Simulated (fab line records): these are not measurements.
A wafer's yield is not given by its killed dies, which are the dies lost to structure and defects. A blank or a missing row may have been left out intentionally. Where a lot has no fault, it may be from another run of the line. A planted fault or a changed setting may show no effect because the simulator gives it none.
Shared-tool check | flow n5Finfet | 27 wafers sampled across 9 lots

WHY IT WAS OPENED
N5_BEOL_M1_THK_MEAS_53, reading M1_THK: flagged on 3 of 9 lots. Fault-free wafers read 39.7 nm, with a standard deviation of 1.8.
Rule: a lot gets a flag if all its wafers with a number sit over 4 standard deviations from that mean, or if no wafer of it has a number. As for the other lots, they are considered sound.

lot  | measured     | on           | M1_THK (nm), wafer by wafer | flag
L300 | day 7 06:11  | filmMetro-01 | 35.8 40.8 38.8              | 
L301 | day 7 11:07  | filmMetro-02 | 39.7 39.0 41.2              | 
L304 | day 8 08:35  | filmMetro-02 | 35.7 37.8 36.2              | 
L311 | day 10 03:14 | filmMetro-02 | 40.5 42.5 42.8              | 
L316 | day 10 22:38 | filmMetro-02 | 300.2 296.8 300.5           | FLAGGED
L315 | day 11 02:23 | filmMetro-01 | 303.1 308.5 302.9           | FLAGGED
L317 | day 12 00:10 | filmMetro-02 | 297.6 307.3 299.5           | FLAGGED
L320 | day 12 07:00 | filmMetro-01 | 41.4 38.3 38.5              | 
L321 | day 12 13:17 | filmMetro-02 | 40.2 40.4 40.2              | 
Averaged over the flagged lots the numbers come to 301.8 nm, +262.1 nm from the usual (+99 or more standard deviations).

WHICH TOOL EACH LOT WENT THROUGH
The record holds 4 process steps before the reading, out of a route of 1938 steps. Each cell gives the tool, then ch followed by the chambers the sampled wafers passed through, then the start.
lot  | flag    | N5_BEOL_M1_SPUTTER_81       | N5_BEOL_M1_ANNEAL_91        | N5_BEOL_M1_SPUTTER_92       | N5_BEOL_M1_CMP_52
L300 |         | pvdSputter-01, day 7 03:46  | pvdSputter-01, day 7 04:30  | pvdSputter-01, day 7 04:38  | cmp-03 ch 1,2, day 7 05:56
L301 |         | pvdSputter-02, day 7 09:01  | pvdSputter-02, day 7 09:45  | pvdSputter-02, day 7 09:53  | cmp-01 ch 0,1, day 7 10:50
L304 |         | pvdSputter-01, day 8 06:18  | pvdSputter-01, day 8 07:02  | pvdSputter-01, day 8 07:11  | cmp-03 ch 0,1, day 8 08:17
L311 |         | pvdSputter-02, day 10 01:08 | pvdSputter-02, day 10 01:52 | pvdSputter-02, day 10 02:01 | cmp-01 ch 0,2,3, day 10 02:59
L316 | FLAGGED | pvdSputter-02, day 10 20:31 | pvdSputter-02, day 10 21:16 | pvdSputter-02, day 10 21:24 | cmp-01 ch 0,2,3, day 10 22:25
L315 | FLAGGED | pvdSputter-03, day 11 00:16 | pvdSputter-03, day 11 01:01 | pvdSputter-03, day 11 01:09 | cmp-03 ch 0,1, day 11 02:06
L317 | FLAGGED | pvdSputter-02, day 11 22:03 | pvdSputter-02, day 11 22:47 | pvdSputter-02, day 11 22:56 | cmp-01 ch 0,2,3, day 11 23:52
L320 |         | pvdSputter-01, day 12 04:53 | pvdSputter-01, day 12 05:38 | pvdSputter-01, day 12 05:46 | cmp-03 ch 1,2,3, day 12 06:44
L321 |         | pvdSputter-01, day 12 10:55 | pvdSputter-01, day 12 11:39 | pvdSputter-01, day 12 11:47 | cmp-01 ch 0,1,2, day 12 13:02
What these steps do:
- N5_BEOL_M1_SPUTTER_81: material Cu, target thk 4.5 nm, time 8.29 s.
- N5_BEOL_M1_ANNEAL_91: time 240 s.
- N5_BEOL_M1_SPUTTER_92: material Cu, target thk 4.5 nm, time 8.29 s.
- N5_BEOL_M1_CMP_52: polishes, stops on SiOC, t overpolish 6.8 s, target thk 40 nm.
- N5_BEOL_M1_THK_MEAS_53: measures by xrf.

FLAGGED AGAINST TOTAL, ONE TOOL AT A TIME (gauges that did the reading follow at the end)
step                   | tool          | lots run | flagged | share of the flagged lots | sound lots run after its first flagged lot
N5_BEOL_M1_SPUTTER_81  | pvdSputter-01 | 4        | 0       | none                      | -
N5_BEOL_M1_SPUTTER_81  | pvdSputter-02 | 4        | 2       | some                      | 0
N5_BEOL_M1_SPUTTER_81  | pvdSputter-03 | 1        | 1       | some                      | 0
N5_BEOL_M1_ANNEAL_91   | pvdSputter-01 | 4        | 0       | none                      | -
N5_BEOL_M1_ANNEAL_91   | pvdSputter-02 | 4        | 2       | some                      | 0
N5_BEOL_M1_ANNEAL_91   | pvdSputter-03 | 1        | 1       | some                      | 0
N5_BEOL_M1_SPUTTER_92  | pvdSputter-01 | 4        | 0       | none                      | -
N5_BEOL_M1_SPUTTER_92  | pvdSputter-02 | 4        | 2       | some                      | 0
N5_BEOL_M1_SPUTTER_92  | pvdSputter-03 | 1        | 1       | some                      | 0
N5_BEOL_M1_CMP_52      | cmp-01        | 5        | 2       | some                      | 1 (L321)
N5_BEOL_M1_CMP_52      | cmp-03        | 4        | 1       | some                      | 1 (L320)
N5_BEOL_M1_THK_MEAS_53 | filmMetro-01  | 3        | 1       | some                      | 1 (L320)
N5_BEOL_M1_THK_MEAS_53 | filmMetro-02  | 6        | 2       | some                      | 1 (L321)

WHAT THE TABLE ALLOWS
No row of the table ran every flagged lot.

WHAT HAD BEEN PUT IN BY THE SIMULATOR
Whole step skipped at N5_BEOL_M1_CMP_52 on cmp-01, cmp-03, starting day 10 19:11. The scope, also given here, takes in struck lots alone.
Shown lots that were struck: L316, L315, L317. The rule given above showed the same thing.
